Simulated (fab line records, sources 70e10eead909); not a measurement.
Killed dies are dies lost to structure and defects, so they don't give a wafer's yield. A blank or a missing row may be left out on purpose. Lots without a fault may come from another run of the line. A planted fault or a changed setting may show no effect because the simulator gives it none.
Problem report in the 8D (eight disciplines) form, filled by code | flow nand_harc | the parts of the form that need people (team, actions taken, sign-off) are left out

1. THE PROBLEM
heater_power_total_W at NHARC_A_CONTACT_SOFTBAKE_64 reads a mean of 322.96 W on 4 wafers of 3 lots; wafers without a fault read 188.45 W with a standard deviation of 0.14. That is +99 or more standard deviations from the usual mean.
The step: time 55 s.
First seen on wafer L171.3, day 24 19:00, on litho_track-01. The record holds 39 wafers of 13 lots with a number at this step. Rule for "out", or "out of limits": more than 4 standard deviations from the usual mean. The other wafers with a number count as sound.

2. WHAT IT IS AND WHAT IT IS NOT
question                    | is                             | is not
which readings at this step | heater_power_total_W           | -
which lots                  | L171, L173, L174               | L164, L165, L166, L167, L179, L180, L182, L183, L184, L185
which wafers of those lots  | L171.3, L173.3, L173.6, L174.6 | L171.1, L171.2, L173.2, L174.1, L174.4
read on which tools         | litho_track-01                 | litho_track-04, litho_track-06
when                        | from day 24 19:00              | up to then (14 sound wafers); but 21 sound wafers of L173, L174, L179, L180, L182, L183, L184, L185 came after

3. SUSPECTS, AND WHAT RULES EACH OUT
Counting: a tool at a process step up to the reading stays a suspect if it ran every lot that is out. Sound lots after the first of them don't rule it out here, since some wafers of a struck lot are sound.
- litho_track-01 at NHARC_A_CONTACT_SOFTBAKE_64 (time 55 s): kept. It ran every lot that is out, first L171 (day 24 19:00); its last sound lot up to then is L165 (day 23 02:00). Its own readings are out on those wafers: heater_power_total_W.
Left after counting: litho_track-01 at NHARC_A_CONTACT_SOFTBAKE_64.

4. THE CAUSE (what the simulator had put in)
Process parameter drift: litho_track-01, from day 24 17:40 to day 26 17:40, at NHARC_A_CONTACT_SOFTBAKE_64. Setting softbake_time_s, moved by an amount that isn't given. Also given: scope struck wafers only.
Counting left only this tool.

5. THE CHAIN OF EFFECTS, in route order
Each row: a reading whose mean over the struck wafers that have a number lies more than 3 standard deviations from the usual. Only readings for which the record gives a usual standard deviation are gone through. hours: the time from each lot's start at the first step in this table that gives one to its start at this step, as a median over the lots. sigmas: the change in usual standard deviations.
hours | step                        | reading              | usual    | on struck wafers | change  | sigmas
0     | NHARC_A_CONTACT_SOFTBAKE_64 | heater_power_total_W | 188.45 W | 322.96           | +134.51 | +99 or more
The process steps in it:
- NHARC_A_CONTACT_SOFTBAKE_64: time 55 s.
Later measuring or inspecting steps at which every struck wafer that the step has a row for has a number for every such reading, and none has moved that far: NHARC_A_CONTACT_CD_MEAS_69, NHARC_A_CONTACT_INSPECT_71, NHARC_END_SORT_01.

6. WHAT WOULD HAVE CAUGHT IT SOONER
In this record the first reading out of limits was taken at day 24 19:00, 1 hour after the fault began at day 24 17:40.
